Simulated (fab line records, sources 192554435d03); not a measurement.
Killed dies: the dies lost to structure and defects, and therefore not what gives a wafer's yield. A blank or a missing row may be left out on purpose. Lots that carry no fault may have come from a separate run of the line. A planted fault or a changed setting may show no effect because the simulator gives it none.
fab line records | flow n5-finfet
[record] lots = 4 | wafers = 12 | last-day = 20
route steps=1938 shown BEOL_M2@841 BEOL_M4@1111 PASSIVATION@1936
lots untouched by any fault: they come from a run of this same line in which no faults occurred
start-h: hours from the record's first day to the start of the lot's first wafer shown | wait-h: time in hours since the lot's previous step | " same as the row above | L1.1+2: several wafers, shown together as one row | - either no value or no given start | * or withheld: withheld | < > ~ a bound
route shown NAME@n: NAME is a module with steps in the file, n the number in the route of the first one | usual: mean/standard deviation taken from wafers without a fault | same: alike in all rows | chamber/n: place in a boat | sites: readings site by site | _std_site: their standard deviation | _edge_site: the outer-site mean with the inner-site mean subtracted | radius-mm: how far each site lies from the wafer's centre | mask NAME#n: copy n | behind: tool/chamber where the wafer was last shaped | hold: the reason the lot was held/the length of the hold in hours/how it ended | device: names the non-switching transistor (n, p or np) | end of line: tests run on the same wafers once the route is complete | a step given without rows: its recipe and nothing more | killed: count of dies lost to structure and defects at first sort (not the wafer's yield) | map: the dies of a wafer, with x for killed, . for not killed, _ for no die there
set.NAME: the run value of the setting; set.NAME@STEP: its run value at that earlier step | model.NAME: the simulator's own value behind a step, which no gauge read
certain route steps with their lots: each step a table, each wafer a row
services: when a tool's chamber went out of use (start-h, in hours from the record's first day, below 0 if earlier), for how many hours, and the reason
[[steps]]
[step N5_BEOL_M2_ILD_DEP_00]
[recipe] material = SiOC | target-thk-a = 790 | temp-c = 350 | precursor = DEMS/O2 | pressure-torr = 5 | rf-w = 500 | time-s = 15.3
[step N5_BEOL_M2_PECVD_72]
[recipe] material = SiO2 | target-thk-a = 160 | temp-c = 400 | precursor = TEOS/O2 | pressure-torr = 5.5 | rf-w = 450 | teos-flow-sccm = 53.8 | gas = O2 | flow-sccm = 3000 | time-s = 18
[step N5_BEOL_M2_HM_DEP_02]
[recipe] material = TiN | target-thk-a = 200 | temp-c = 25 | chamber-pressure-pa = 0.49996
[step N5_BEOL_M2_COAT_61]
[recipe] resist = SOC | temp-c = 250 | time-s = 60 | spin-rpm = 1500 | resist-thk-nm = 60
[step N5_BEOL_M2_COAT_62]
[recipe] resist = SiARC | temp-c = 220 | time-s = 60 | spin-rpm = 1500 | resist-thk-nm = 12
[step N5_BEOL_M2_COAT_73]
[recipe] resist = underlayer | temp-c = 205 | time-s = 60 | spin-rpm = 1500 | resist-thk-nm = 5
[step N5_BEOL_M2_COAT_05]
[recipe] resist = CAR-EUV | spin-rpm = 1500 | resist-thk-nm = 30
[step N5_BEOL_M2_EBR_07]
[recipe] solvent = PGMEA | ebr-width-mm = 1.5
[step N5_BEOL_M2_SOFTBAKE_06]
[recipe] temp-c = 110 | time-s = 60 | resist = CAR-EUV
[step N5_BEOL_M2_EXPOSE_08]
[recipe] mask-id = M2 | na = 0.33 | source-shape = dipole | sigma-inner = 0.369 | sigma-outer = 0.767 | polarization = unpolarized | dose-mj = 41.25
[usual] exposure-dose-mJ-cm2 = 41.37/0.23
[same] dipole-opening-deg = 79.7
lot.wafer | tool           | chamber | start-h | wait-h | mask | exposure-dose-mJ-cm2
L424.1    | euv-scanner-01 | 0       | 137.12  | -      | M2#0 | 41.61
L424.3    | "              | 0       | "       | "      | M2#0 | 41.59
L424.4    | "              | 0       | "       | "      | M2#0 | 41.66
L438.1    | euv-scanner-01 | 0       | 265.44  | -      | M2#0 | 37.92
L438.2    | "              | 0       | "       | "      | M2#0 | 37.82
L438.5    | "              | 0       | "       | "      | M2#0 | 37.88
L443.2    | euv-scanner-02 | 0       | 267.54  | -      | M2#0 | 41.09
L443.3    | "              | 0       | "       | "      | M2#0 | 41.11
L443.6    | "              | 0       | "       | "      | M2#0 | 41.16
L441.2    | euv-scanner-01 | 0       | 269.74  | -      | M2#0 | 38.61
L441.4    | "              | 0       | "       | "      | M2#0 | 38.60
L441.6    | "              | 0       | "       | "      | M2#0 | 38.64
[step N5_BEOL_M2_PEB_09]
[recipe] peb-temp-c = 100 | peb-time-s = 60 | resist = CAR-EUV
[step N5_BEOL_M2_DEVELOP_10]
[recipe] develop-time-s = 30 | developer = TMAH | resist = CAR-EUV | rinse-liquid = surfactant-rinse | dry = air-spin | dev-temp-c = 23
[step N5_BEOL_M2_CD_MEAS_11]
[recipe] target-cd-nm = 16.79 | landing-energy-ev = 500 | detector = se-inlens | polarity = opening
[usual] cd-nm = 16.80/0.29
lot.wafer | tool      | chamber | start-h | wait-h | cd-nm
L424.1    | cd-sem-01 | 0       | 137.26  | -      | 16.46
L424.3    | "         | 0       | "       | "      | 16.28
L424.4    | "         | 0       | "       | "      | 16.48
L438.1    | cd-sem-03 | 0       | 265.57  | -      | 15.00
L438.2    | "         | 0       | "       | "      | 15.14
L438.5    | "         | 0       | "       | "      | 15.08
L443.2    | cd-sem-02 | 0       | 267.66  | -      | 16.47
L443.3    | "         | 0       | "       | "      | 16.77
L443.6    | "         | 0       | "       | "      | 16.28
L441.2    | cd-sem-02 | 0       | 269.86  | -      | 14.78
L441.4    | "         | 0       | "       | "      | 15.47
L441.6    | "         | 0       | "       | "      | 14.95
[step N5_BEOL_M2_DESCUM_16]
[recipe] chemistry = O2 | time-s = 7 | source-power-w = 50 | bias-power-w = 20 | pressure-mtorr = 20 | rf-frequency-hz = 2.712e+07 | temp-c = 40 | resist = CAR-EUV | o2-flow-sccm = 225
[step N5_BEOL_M2_ETCH_74]
[recipe] chemistry = N2/H2 | target = underlayer | target-depth-a = 65 | mask-material = CAR-EUV | time-s = 5.2 | ion-energy-ev = 200 | pressure-mtorr = 30 | source-w = 840 | bias-w = 150 | n2-flow-sccm = 200 | h2-flow-sccm = 200 | ends = cleared
[usual] chamber-pressure-mTorr = 30.00/0.036 | drypump-motor-current-A = 5.7/0.48 | etch-rf-on-time-s = 5.23/0.14 | h2-flow-sccm = 200.0/0.61 | oes-product-au = 0.68/0.081 | rf-vpp-V = 523.2/2.2 | showerhead-plenum-p-Torr = 2.52/0.062 | throttle-valve-pct = 17.84/0.29
lot.wafer | tool        | chamber | start-h | wait-h | chamber-pressure-mTorr | drypump-motor-current-A | etch-rf-on-time-s | h2-flow-sccm | oes-product-au | rf-hours-counter-h | rf-vpp-V | showerhead-plenum-p-Torr | throttle-valve-pct | model.BEOL_M2.cd-offset-nm
L424.1    | rie-diel-05 | 1       | 137.42  | 0.0    | 30.04                  | 5.8                     | 5.15              | 201.3        | 0.61           | 198                | 519.7    | 2.41                     | 18.08              | -0.2
L424.3    | "           | 0       | "       | "      | 30.03                  | 5.7                     | 5.21              | 200.9        | 0.63           | 211                | 522.9    | 2.54                     | 18.11              | -0.2
L424.4    | "           | 0       | "       | "      | 30.01                  | 5.7                     | 5.22              | 199.1        | 0.61           | -                  | 523.6    | 2.53                     | 18.09              | -0.2
L438.1    | rie-diel-06 | 3       | 265.73  | 0.0    | 30.02                  | 5.6                     | 5.24              | 199.7        | 0.79           | 8                  | 522.6    | 2.48                     | 17.47              | -1.6
L438.2    | "           | 1       | "       | "      | 30.01                  | 5.3                     | 5.32              | 200.4        | 0.58           | 241                | 518.5    | 2.41                     | 18.12              | -1.8
L438.5    | "           | 0       | "       | "      | 29.98                  | 5.5                     | 5.45              | 199.4        | 0.67           | -                  | 524.2    | 2.57                     | 17.77              | -1.6
L443.2    | rie-diel-06 | 2       | 267.82  | 0.0    | 29.99                  | 4.6                     | 5.26              | 199.6        | 0.66           | 122                | 523.6    | 2.56                     | 18.10              | 0
L443.3    | "           | 0       | "       | "      | 30.02                  | 5.5                     | 5.42              | 200.3        | 0.66           | 101                | 525.2    | 2.57                     | 17.72              | 0
L443.6    | "           | 1       | "       | "      | 30.04                  | 5.3                     | 5.35              | 199.1        | 0.58           | -                  | 520.6    | 2.41                     | 18.15              | 0
L441.2    | rie-diel-05 | 2       | 270.05  | 0.0    | 30.01                  | 6.1                     | 5.02              | 199.8        | 0.76           | 35                 | 523.2    | 2.57                     | 17.47              | -1.2
L441.4    | "           | 1       | "       | "      | 30.05                  | 5.8                     | 5.18              | 199.8        | 0.58           | 246                | 518.5    | 2.39                     | 18.15              | -1.4
L441.6    | "           | 0       | "       | "      | 30.00                  | 5.7                     | 5.09              | 199.5        | 0.82           | -                  | 521.4    | 2.52                     | 17.85              | -1.2
[step N5_BEOL_M2_ETCH_63]
[recipe] chemistry = CF4 | target = SiARC | target-depth-a = 156 | mask-material = CAR-EUV | time-s = 26 | ion-energy-ev = 80 | pressure-mtorr = 40 | source-w = 545 | bias-w = 36 | Ar_flow_sccm = 100 | cf4-flow-sccm = 100 | ends = cleared
[step N5_BEOL_M2_ETCH_64]
[recipe] chemistry = N2/H2 | target = SOC | target-depth-a = 750 | overetch-a = 225 | mask-material = SiARC | temp-c = 40 | time-s = 121.9 | ion-energy-ev = 200 | pressure-mtorr = 30 | source-w = 840 | bias-w = 150 | n2-flow-sccm = 200 | h2-flow-sccm = 200
[step N5_BEOL_M2_STRIP_65]
[recipe] chemistry = N2/H2 | temp-c = 40 | n2-flow-sccm = 200 | h2-flow-sccm = 200 | rf-frequency-hz = 6e+07
[step N5_BEOL_M2_STRIP_75]
[recipe] chemistry = N2/H2 | temp-c = 40 | n2-flow-sccm = 200 | h2-flow-sccm = 200 | rf-frequency-hz = 6e+07
[step N5_BEOL_M2_STRIP_66]
[recipe] chemistry = CF4 | resist = SiARC | power-w = 300 | bias-power-w = 75 | pressure-mtorr = 50 | cf4-flow-sccm = 150 | rf-frequency-hz = 6e+07
[step N5_BEOL_M2_HM_OPEN_17]
[recipe] chemistry = Cl2/BCl3 | target-depth-a = 200 | overetch-a = 60 | target = TiN | mask-material = SOC | ion-energy-ev = 150 | pressure-mtorr = 10 | icp-w = 1000 | bias-w = 126 | Cl2_flow_sccm = 53.25 | bcl3-flow-sccm = 21.75 | Ar_flow_sccm = 25
[usual] chamber-pressure-mTorr = 9.999/0.01 | drypump-motor-current-A = 5.87/0.29 | oes-product-au = 0.70/0.052 | throttle-valve-pct = 22.13/0.15
lot.wafer | tool         | chamber | start-h | wait-h | chamber-pressure-mTorr | drypump-motor-current-A | oes-product-au | rf-hours-counter-h | throttle-valve-pct | model.BEOL_M2.cd-offset-nm
L424.1    | rie-metal-02 | 1       | 137.64  | 0.0    | 9.997                  | 5.34                    | 0.72           | 14                 | 22.37              | -0.2
L424.3    | "            | 1       | "       | "      | 10.008                 | 5.34                    | 0.72           | -                  | 22.37              | 0
L424.4    | "            | 1       | "       | "      | 9.996                  | 5.36                    | 0.74           | -                  | 22.38              | -0.2
L438.1    | rie-metal-03 | 0       | 265.95  | 0.0    | 10.007                 | 5.94                    | 0.62           | 56                 | 21.92              | -1.8
L438.2    | "            | 1       | "       | "      | 9.987                  | 5.95                    | 0.70           | 32                 | 22.23              | -1.4
L438.5    | "            | 1       | "       | "      | 10.003                 | 5.92                    | 0.69           | -                  | 22.24              | -1.8
L443.2    | rie-metal-02 | 1       | 268.04  | 0.0    | 9.986                  | 5.34                    | 0.69           | 27                 | 22.40              | 0.2
L443.3    | "            | 1       | "       | "      | 10.022                 | 5.34                    | 0.69           | -                  | 22.40              | 0
L443.6    | "            | 1       | "       | "      | 9.982                  | 5.33                    | 0.70           | -                  | 22.38              | 0
L441.2    | rie-metal-01 | 1       | 270.27  | 0.0    | 9.993                  | 6.19                    | 0.65           | 41                 | 22.10              | -1.2
L441.4    | "            | 0       | "       | "      | 10.000                 | 5.64                    | 0.75           | -                  | 22.02              | -1.4
L441.6    | "            | 1       | "       | "      | 10.000                 | 6.19                    | 0.66           | -                  | 22.10              | -1.4
[step N5_BEOL_M2_STRIP_19]
[recipe] chemistry = O2 | power-w = 400 | temp-c = 40 | pressure-mtorr = 30 | rf-frequency-hz = 6e+07 | bias-power-w = 0 | overash-fraction = 0.2 | o2-flow-sccm = 225
[step N5_BEOL_M2_CD_MEAS_18]
[recipe] pitch-nm = 36 | target-cd-nm = 18
[usual] cd-nm = 18.0/0.32
lot.wafer | tool      | chamber | start-h | wait-h | cd-nm
L424.1    | cd-sem-02 | -       | 137.91  | 0.0    | 18.2
L424.3    | "         | -       | "       | "      | 18.0
L424.4    | "         | -       | "       | "      | 17.9
L438.1    | cd-sem-02 | -       | 266.13  | 0.0    | 16.5
L438.2    | "         | -       | "       | "      | 16.4
L438.5    | "         | -       | "       | "      | 16.0
L443.2    | cd-sem-02 | -       | 268.22  | 0.1    | 18.3
L443.3    | "         | -       | "       | "      | 17.6
L443.6    | "         | -       | "       | "      | 17.8
L441.2    | cd-sem-02 | -       | 270.45  | 0.1    | 16.5
L441.4    | "         | -       | "       | "      | 16.5
L441.6    | "         | -       | "       | "      | 16.7
[step N5_BEOL_M2_COAT_67]
[recipe] resist = SOC | temp-c = 250 | time-s = 60 | spin-rpm = 1500 | resist-thk-nm = 60
[step N5_BEOL_M2_COAT_68]
[recipe] resist = SiARC | temp-c = 220 | time-s = 60 | spin-rpm = 1500 | resist-thk-nm = 12
[step N5_BEOL_M2_COAT_76]
[recipe] resist = underlayer | temp-c = 205 | time-s = 60 | spin-rpm = 1500 | resist-thk-nm = 5
[step N5_BEOL_M2_COAT_22]
[recipe] resist = CAR-EUV | spin-rpm = 1500 | resist-thk-nm = 30
[step N5_BEOL_M2_EBR_24]
[recipe] solvent = PGMEA | ebr-width-mm = 1.5
[step N5_BEOL_M2_SOFTBAKE_23]
[recipe] temp-c = 110 | time-s = 60 | resist = CAR-EUV
[step N5_BEOL_M2_EXPOSE_25]
[recipe] mask-id = V1 | na = 0.33 | source-shape = quasar | sigma-inner = 0.2 | sigma-outer = 0.8 | polarization = unpolarized | defocus-nm = 5 | dose-mj = 63
[step N5_BEOL_M2_PEB_26]
[recipe] peb-temp-c = 100 | peb-time-s = 60 | resist = CAR-EUV
[step N5_BEOL_M2_DEVELOP_27]
[recipe] develop-time-s = 30 | developer = TMAH | resist = CAR-EUV | rinse-liquid = surfactant-rinse | dry = air-spin | dev-temp-c = 23
[step N5_BEOL_M2_DESCUM_33]
[recipe] chemistry = O2 | time-s = 7 | source-power-w = 50 | bias-power-w = 20 | pressure-mtorr = 20 | rf-frequency-hz = 2.712e+07 | temp-c = 40 | resist = CAR-EUV | o2-flow-sccm = 225
[step N5_BEOL_M2_ETCH_77]
[recipe] chemistry = N2/H2 | target = underlayer | target-depth-a = 65 | mask-material = CAR-EUV | time-s = 5.2 | ion-energy-ev = 200 | pressure-mtorr = 30 | source-w = 840 | bias-w = 150 | n2-flow-sccm = 200 | h2-flow-sccm = 200 | ends = cleared
[step N5_BEOL_M2_CD_MEAS_35]
[recipe] target-cd-nm = 18 | target-cd-y-nm = 22.2 | polarity = opening
[usual] cd-nm = 18.0/0.34
lot.wafer | tool      | chamber | start-h | wait-h | cd-nm
L424.1    | cd-sem-02 | -       | 139.33  | 0.0    | 18.0
L424.3    | "         | -       | "       | "      | 18.1
L424.4    | "         | -       | "       | "      | 18.2
L438.1    | cd-sem-03 | -       | 272.32  | 0.0    | 15.7
L438.2    | "         | -       | "       | "      | 16.8
L438.5    | "         | -       | "       | "      | 16.1
L443.2    | cd-sem-01 | -       | 274.68  | 0.0    | 18.4
L443.3    | "         | -       | "       | "      | 17.8
L443.6    | "         | -       | "       | "      | 17.8
L441.2    | cd-sem-03 | -       | 275.29  | 0.0    | 16.7
L441.4    | "         | -       | "       | "      | 16.9
L441.6    | "         | -       | "       | "      | 16.8
[step N5_BEOL_M4_RC_MEAS_101]
[usual] DIBL_N = 36.3/1.7 | DIBL_P = 36.5/2.1 | IOFF_N = 0.16/0.03 | IOFF_P = 0.22/0.035 | ION_N = 675/11 | ION_P = 465/7.1 | SS_N = 71.5/0.62 | SS_P = 73.3/0.64 | VT_N = 250/3.1 | VT_P = -249.1/3
lot.wafer | tool      | chamber | start-h | wait-h | DIBL_N[mV/V] | DIBL_P[mV/V] | IOFF_N[nA/um] | IOFF_P[nA/um] | ION_N[uA/um] | ION_P[uA/um] | SS_N[mV/dec] | SS_P[mV/dec] | VT_N[mV] | VT_P[mV]
L424.1    | prober-01 | 0       | 164.90  | 0.0    | 34.6         | 34.6         | 0.14          | 0.22          | 678          | 471          | 71.3         | 72.5         | 249      | -246.7
L424.3    | "         | 0       | "       | "      | 34.5         | 35.6         | 0.13          | 0.23          | 674          | 472          | 71.3         | 73.3         | 251      | -246.9
L424.4    | "         | 0       | "       | "      | 36.5         | 36.6         | 0.19          | 0.26          | 686          | 474          | 71.2         | 73.1         | 243      | -244.5
L443.2    | prober-01 | 0       | 309.13  | 0.2    | 35.8         | 34.8         | 0.16          | 0.22          | 694          | 476          | 71.4         | 73.4         | 248      | -247.7
L443.3    | "         | 0       | "       | "      | 36.8         | 36.0         | 0.17          | 0.23          | 690          | 469          | 71.8         | 72.9         | 248      | -244.7
L443.6    | "         | 0       | "       | "      | 35.3         | 33.7         | 0.13          | 0.19          | 670          | 463          | 70.9         | 72.6         | 253      | -246.4
[step N5_PASSIVATION_PROBE_49]
[usual] defect-limited-yield = 91.2/1.4 | killed_at_M0_to_M3 = 36/10 | killed_at_M4_up = 13/5.1 | killed-at-contacts = 12/5.4 | killed-at-front-end = 39/11 | killed-at-other = 3.5/2.4 | killed-dies = 104/17 | killed-on-rim = 14/3.8 | killed-open = 67/13 | killed-short = 36/8.3 | sort_bin_5_function = 5.2/0.98 | sort_bin_6_memory = 3.3/0.68 | sort-n-pass = 1076/17 | sort-yield-pct = 91.2/1.4
[same] gross-dies = 1180 | killed-at-back-side = 0 | sort_bin_4_leakage[%] = 0 | sort_bin_8_speed[%] = 0
lot.wafer | tool      | chamber | start-h | wait-h | defect-limited-yield[%] | killed_at_M0_to_M3 | killed_at_M4_up | killed-at-contacts | killed-at-front-end | killed-at-other | killed-dies | killed-on-rim | killed-open | killed-short | sort_bin_5_function[%] | sort_bin_6_memory[%] | sort-n-pass | sort-yield-pct[%]
L438.1    | prober-02 | -       | 428.40  | 0.0    | 0                       | 1119               | 13              | 13                 | 31                  | 4               | 1180        | 152           | 57          | 38           | 4.9                    | 2.8                  | 0           | 0
L438.2    | prober-02 | -       | 428.45  | 0.1    | 0                       | 1139               | 7               | 16                 | 15                  | 3               | 1180        | 152           | 46          | 29           | 4.2                    | 2.2                  | 0           | 0
L438.5    | prober-02 | -       | 428.60  | 0.2    | 0                       | 1107               | 24              | 15                 | 28                  | 6               | 1180        | 152           | 52          | 43           | 4.7                    | 3.6                  | 0           | 0
L441.2    | prober-01 | -       | 468.32  | 0.1    | 0                       | 1095               | 24              | 8                  | 52                  | 1               | 1180        | 152           | 76          | 34           | 56.9                   | 3.5                  | 0           | 0
L441.4    | prober-01 | -       | 468.42  | 0.2    | 0                       | 1104               | 27              | 12                 | 35                  | 2               | 1180        | 152           | 74          | 35           | 58.6                   | 3.9                  | 0           | 0
L441.6    | prober-01 | -       | 468.52  | 0.3    | 0                       | 1113               | 19              | 3                  | 42                  | 3               | 1180        | 152           | 61          | 34           | 58.3                   | 3.1                  | 0           | 0
// killed by level:class
L438.1 BEOL_M2:area-expose=1083 BEOL_M0_SAQP:geometric-particle:short=20 BEOL_M0_SAQP:geometric-particle:open=12 MOL_CONTACT_COAG:geometric-particle:open=10 FIN_SAQP:geometric-particle:open=5 STI_FIN_REVEAL:geometric-particle:open=5 DUMMY_GATE:geometric-particle:open=4 BEOL_M4:geometric-particle:short=4
L438.2 BEOL_M2:area-expose=1105 MOL_CONTACT_COAG:geometric-particle:open=12 BEOL_M0_SAQP:geometric-particle:short=10 BEOL_M0_SAQP:geometric-particle:open=10 DUMMY_GATE:geometric-particle:open=4 GATE_CUT:geometric-particle:short=4 MOL_CONTACT_COAG:geometric-particle:short=4 BEOL_M3:geometric-particle:short=4
L438.5 BEOL_M2:area-expose=1082 BEOL_M0_SAQP:geometric-particle:short=13 BEOL_M4:geometric-particle:open=11 FIN_SAQP:geometric-particle:open=8 MOL_CONTACT_COAG:geometric-particle:short=7 STI_FIN_REVEAL:geometric-particle:open=6 MOL_CONTACT_COAG:geometric-particle:open=5 GATE_CUT:geometric-particle:short=4
L441.2 BEOL_M2:area-expose=1062 BEOL_M4:geometric-particle:open=17 FIN_SAQP:geometric-particle:short=10 FIN_SAQP:geometric-particle:open=8 HKMG_FIN:area-etch=8 BEOL_M0_SAQP:geometric-particle:open=7 BEOL_M2:geometric-particle:open=7 STI_FIN_REVEAL:geometric-particle:open=6
L441.4 BEOL_M2:area-expose=1071 BEOL_M4:geometric-particle:open=19 STI_FIN_REVEAL:geometric-particle:open=10 MOL_CONTACT_COAG:geometric-particle:open=10 BEOL_M0_SAQP:geometric-particle:open=8 BEOL_M3:geometric-particle:open=6 FIN_SAQP:geometric-particle:short=5 BEOL_M2:geometric-particle:open=5
L441.6 BEOL_M2:area-expose=1082 BEOL_M4:geometric-particle:open=12 FIN_SAQP:geometric-particle:open=11 BEOL_M0_SAQP:geometric-particle:short=8 BEOL_M0_SAQP:geometric-particle:open=7 BEOL_M2:geometric-particle:open=6 FIN_SAQP:geometric-particle:short=5 GATE_CUT:geometric-particle:short=5
// map L438.1 (x killed, . not)
_________________xxxxxxxxxxxx________________
______________xxxxxxxxxxxxxxxxxx_____________
___________xxxxxxxxxxxxxxxxxxxxxxxx__________
__________xxxxxxxxxxxxxxxxxxxxxxxxxx_________
________xxxxxxxxxxxxxxxxxxxxxxxxxxxxxx_______
_______xxxxxxxxxxxxxxxxxxxxxxxxxxxxxxxx______
______xxxxxxxxxxxxxxxxxxxxxxxxxxxxxxxxxx_____
_____xxxxxxxxxxxxxxxxxxxxxxxxxxxxxxxxxxxx____
____xxxxxxxxxxxxxxxxxxxxxxxxxxxxxxxxxxxxxx___
___xxxxxxxxxxxxxxxxxxxxxxxxxxxxxxxxxxxxxxxx__
___xxxxxxxxxxxxxxxxxxxxxxxxxxxxxxxxxxxxxxxx__
__xxxxxxxxxxxxxxxxxxxxxxxxxxxxxxxxxxxxxxxxxx_
__xxxxxxxxxxxxxxxxxxxxxxxxxxxxxxxxxxxxxxxxxx_
_xxxxxxxxxxxxxxxxxxxxxxxxxxxxxxxxxxxxxxxxxxxx
_xxxxxxxxxxxxxxxxxxxxxxxxxxxxxxxxxxxxxxxxxxxx
_xxxxxxxxxxxxxxxxxxxxxxxxxxxxxxxxxxxxxxxxxxxx
_xxxxxxxxxxxxxxxxxxxxxxxxxxxxxxxxxxxxxxxxxxxx
_xxxxxxxxxxxxxxxxxxxxxxxxxxxxxxxxxxxxxxxxxxxx
_xxxxxxxxxxxxxxxxxxxxxxxxxxxxxxxxxxxxxxxxxxxx
_xxxxxxxxxxxxxxxxxxxxxxxxxxxxxxxxxxxxxxxxxxxx
_xxxxxxxxxxxxxxxxxxxxxxxxxxxxxxxxxxxxxxxxxxxx
__xxxxxxxxxxxxxxxxxxxxxxxxxxxxxxxxxxxxxxxxxx_
__xxxxxxxxxxxxxxxxxxxxxxxxxxxxxxxxxxxxxxxxxx_
___xxxxxxxxxxxxxxxxxxxxxxxxxxxxxxxxxxxxxxxx__
___xxxxxxxxxxxxxxxxxxxxxxxxxxxxxxxxxxxxxxxx__
____xxxxxxxxxxxxxxxxxxxxxxxxxxxxxxxxxxxxxx___
_____xxxxxxxxxxxxxxxxxxxxxxxxxxxxxxxxxxxx____
______xxxxxxxxxxxxxxxxxxxxxxxxxxxxxxxxxx_____
_______xxxxxxxxxxxxxxxxxxxxxxxxxxxxxxxx______
________xxxxxxxxxxxxxxxxxxxxxxxxxxxxxx_______
__________xxxxxxxxxxxxxxxxxxxxxxxxxx_________
___________xxxxxxxxxxxxxxxxxxxxxxxx__________
______________xxxxxxxxxxxxxxxxxx_____________
_________________xxxxxxxxxxxx________________
// map L441.2 (x killed, . not)
_________________xxxxxxxxxxxx________________
______________xxxxxxxxxxxxxxxxxx_____________
___________xxxxxxxxxxxxxxxxxxxxxxxx__________
__________xxxxxxxxxxxxxxxxxxxxxxxxxx_________
________xxxxxxxxxxxxxxxxxxxxxxxxxxxxxx_______
_______xxxxxxxxxxxxxxxxxxxxxxxxxxxxxxxx______
______xxxxxxxxxxxxxxxxxxxxxxxxxxxxxxxxxx_____
_____xxxxxxxxxxxxxxxxxxxxxxxxxxxxxxxxxxxx____
____xxxxxxxxxxxxxxxxxxxxxxxxxxxxxxxxxxxxxx___
___xxxxxxxxxxxxxxxxxxxxxxxxxxxxxxxxxxxxxxxx__
___xxxxxxxxxxxxxxxxxxxxxxxxxxxxxxxxxxxxxxxx__
__xxxxxxxxxxxxxxxxxxxxxxxxxxxxxxxxxxxxxxxxxx_
__xxxxxxxxxxxxxxxxxxxxxxxxxxxxxxxxxxxxxxxxxx_
_xxxxxxxxxxxxxxxxxxxxxxxxxxxxxxxxxxxxxxxxxxxx
_xxxxxxxxxxxxxxxxxxxxxxxxxxxxxxxxxxxxxxxxxxxx
_xxxxxxxxxxxxxxxxxxxxxxxxxxxxxxxxxxxxxxxxxxxx
_xxxxxxxxxxxxxxxxxxxxxxxxxxxxxxxxxxxxxxxxxxxx
_xxxxxxxxxxxxxxxxxxxxxxxxxxxxxxxxxxxxxxxxxxxx
_xxxxxxxxxxxxxxxxxxxxxxxxxxxxxxxxxxxxxxxxxxxx
_xxxxxxxxxxxxxxxxxxxxxxxxxxxxxxxxxxxxxxxxxxxx
_xxxxxxxxxxxxxxxxxxxxxxxxxxxxxxxxxxxxxxxxxxxx
__xxxxxxxxxxxxxxxxxxxxxxxxxxxxxxxxxxxxxxxxxx_
__xxxxxxxxxxxxxxxxxxxxxxxxxxxxxxxxxxxxxxxxxx_
___xxxxxxxxxxxxxxxxxxxxxxxxxxxxxxxxxxxxxxxx__
___xxxxxxxxxxxxxxxxxxxxxxxxxxxxxxxxxxxxxxxx__
____xxxxxxxxxxxxxxxxxxxxxxxxxxxxxxxxxxxxxx___
_____xxxxxxxxxxxxxxxxxxxxxxxxxxxxxxxxxxxx____
______xxxxxxxxxxxxxxxxxxxxxxxxxxxxxxxxxx_____
_______xxxxxxxxxxxxxxxxxxxxxxxxxxxxxxxx______
________xxxxxxxxxxxxxxxxxxxxxxxxxxxxxx_______
__________xxxxxxxxxxxxxxxxxxxxxxxxxx_________
___________xxxxxxxxxxxxxxxxxxxxxxxx__________
______________xxxxxxxxxxxxxxxxxx_____________
_________________xxxxxxxxxxxx________________
[[services]]
tool           | chamber | start-h | hours | kind
euv-scanner-01 | -       | 121.50  | 1.0   | pm
rie-diel-06    | 1       | 121.89  | 3.9   | repair
rie-metal-01   | -       | 125.10  | 0.7   | repair
rie-diel-05    | 3       | 134.17  | -     | clean
euv-scanner-02 | -       | 134.54  | 1.0   | pm
rie-metal-02   | 0       | 137.10  | 13.2  | repair
rie-metal-01   | -       | 137.60  | 1.4   | pm
euv-scanner-01 | -       | 138.41  | 0.1   | repair
rie-metal-02   | -       | 138.44  | 0.5   | repair
euv-scanner-02 | -       | 162.91  | 1.0   | repair
rie-metal-03   | 0       | 166.05  | 1.4   | repair
rie-diel-06    | 1       | 168.38  | 3.6   | repair
euv-scanner-01 | -       | 177.65  | 1.0   | pm
rie-metal-03   | 0       | 187.29  | 8.3   | repair
euv-scanner-02 | -       | 190.69  | 1.0   | pm
euv-scanner-01 | -       | 193.78  | 17.4  | repair
euv-scanner-02 | -       | 208.74  | 4.9   | repair
euv-scanner-01 | -       | 219.39  | 4.6   | pm
euv-scanner-02 | -       | 233.57  | 4.6   | pm
euv-scanner-01 | -       | 238.17  | 1.0   | pm
rie-metal-03   | 1       | 242.54  | 4.7   | repair
euv-scanner-02 | -       | 246.84  | 1.0   | pm
euv-scanner-01 | 0       | 252.31  | -     | calibration
rie-metal-03   | 0       | 253.58  | 10.4  | repair
[[key]]
[first-sign] step = N5_BEOL_M2_EXPOSE_08 | reading = exposure-dose-mJ-cm2 | direction = down | sigmas = 14 | usual = 41.37 | struck = 38.24
[effect] step = N5_BEOL_M2_CD_MEAS_11 | reading = cd-nm | direction = down | sigmas = 6 | usual = 16.80 | struck = 15.07 | through = control-loop
[effect] step = N5_BEOL_M2_CD_MEAS_18 | reading = cd-nm | direction = down | sigmas = 4.9 | usual = 18.0 | struck = 16.4 | through = control-loop
[effect] step = N5_BEOL_M2_CD_MEAS_35 | reading = cd-nm | direction = down | sigmas = 4.4 | usual = 18.0 | struck = 16.5 | through = control-loop
[effect] step = N5_PASSIVATION_PROBE_49 | reading = killed_at_M0_to_M3 | direction = up | sigmas = 99+ | usual = 36 | struck = 1113
[model-effect] step = N5_BEOL_M2_ETCH_74 | value = BEOL_M2.cd-offset-nm | without = 0.2333 | struck = -1.467
[model-effect] step = N5_BEOL_M2_HM_OPEN_17 | value = BEOL_M2.cd-offset-nm | without = 0.2333 | struck = -1.5
[more-kills-born-at] N5_BEOL_M2_EXPOSE_08@euv-scanner-01 = 6485
met-at N5_BEOL_M2_EXPOSE_08
struck-wafers L438.1,L438.2,L438.5,L441.2,L441.4,L441.6
later-rows-left-out L438.1,L438.2,L438.5,L441.2,L441.4,L441.6
[loop-trim] step = N5_BEOL_M2_EXPOSE_08 | setting = dose | lots = L441
onset-between 137.12 265.44
[fault] kind = process-parameter-drift | tool = euv-scanner-01 | chamber = - | onset-h = 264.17 | steps = N5_BEOL_M2_EXPOSE_08 | channel = dose-mj | offset = -3.7283 | shape = step | acts-in = these-recipes-only | stated = 41.25
// later-rows-left-out: the simulator's readings of these wafers behind a module that went badly wrong aren't trusted and aren't shown, but for the sort
// loop-trim: a control loop set the setting to another value than it would have without faults
